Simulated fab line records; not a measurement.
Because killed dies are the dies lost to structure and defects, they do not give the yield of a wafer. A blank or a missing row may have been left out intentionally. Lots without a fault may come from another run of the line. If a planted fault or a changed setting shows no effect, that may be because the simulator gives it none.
Chamber matching + flow nand-harc + cmp-01 running NHARC_A_SGD_CUT_CMP_21: 4 sister chambers
The step polishes, target thk 148.19 nm. 8 wafers are shown with their chamber, then 8 later ones without.

## WAFERS PAIRED WITH THEIR CHAMBERS
| wafer  | chamber | motor-current-A (A) | time-to-endpoint-s (s) |
|--------|---------|---------------------|------------------------|
| L081.3 | 2       | 12.8                | 47                     |
| L082.1 | 2       | 12.3                | 45                     |
| L082.4 | 1       | 10.7                | 47                     |
| L082.6 | 3       | 12.4                | 44                     |
| L085.3 | 3       | 13.0                | 50                     |
| L085.5 | 1       | 10.8                | 51                     |
| L085.6 | 0       | 11.8                | 48                     |
| L087.1 | 0       | 11.7                | 48                     |

## WAFERS MISSING THEIR CHAMBER
| wafer  | motor-current-A (A) | time-to-endpoint-s (s) |
|--------|---------------------|------------------------|
| L087.3 | 12.3                | 48                     |
| L087.5 | 12.4                | 48                     |
| L086.1 | 12.7                | 49                     |
| L086.3 | 12.2                | 48                     |
| L086.4 | 13.1                | 46                     |
| L093.1 | 12.3                | 49                     |
| L093.3 | 12.4                | 48                     |
| L093.6 | 11.5                | 47                     |

## EACH ONE'S CHAMBER
| wafer  | from the rows above          | in truth |
|--------|------------------------------|----------|
| L087.3 | can't be placed: 2 or 3 or 0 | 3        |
| L087.5 | can't be placed: 2 or 3 or 0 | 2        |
| L086.1 | can't be placed: 3 or 2      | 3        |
| L086.3 | can't be placed: 2 or 0 or 3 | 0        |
| L086.4 | can't be placed: 3 or 2      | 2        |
| L093.1 | can't be placed: 2 or 3 or 0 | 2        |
| L093.3 | can't be placed: 2 or 3 or 0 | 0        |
| L093.6 | can't be placed: 0 or 1      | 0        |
Placed correctly: 0 of 8. Cannot be placed on the basis of these rows: 8; the candidates contain the true chamber in 8. Number placed wrongly: 0.
How it was worked out, from the rows above alone: a wafer's distance from a chamber is the root of the sum, over the readings, of the square of ((its reading less the chamber's mean) divided by the reading's scatter). The wafer belongs to the nearest chamber; if the next one is less than 2 further off, it can't be placed. Each chamber's mean is taken over the wafers shown for it. The scatter: the root of (the sum of the squares of (reading less its chamber's mean) over the shown wafers, divided by (wafers less chambers)).
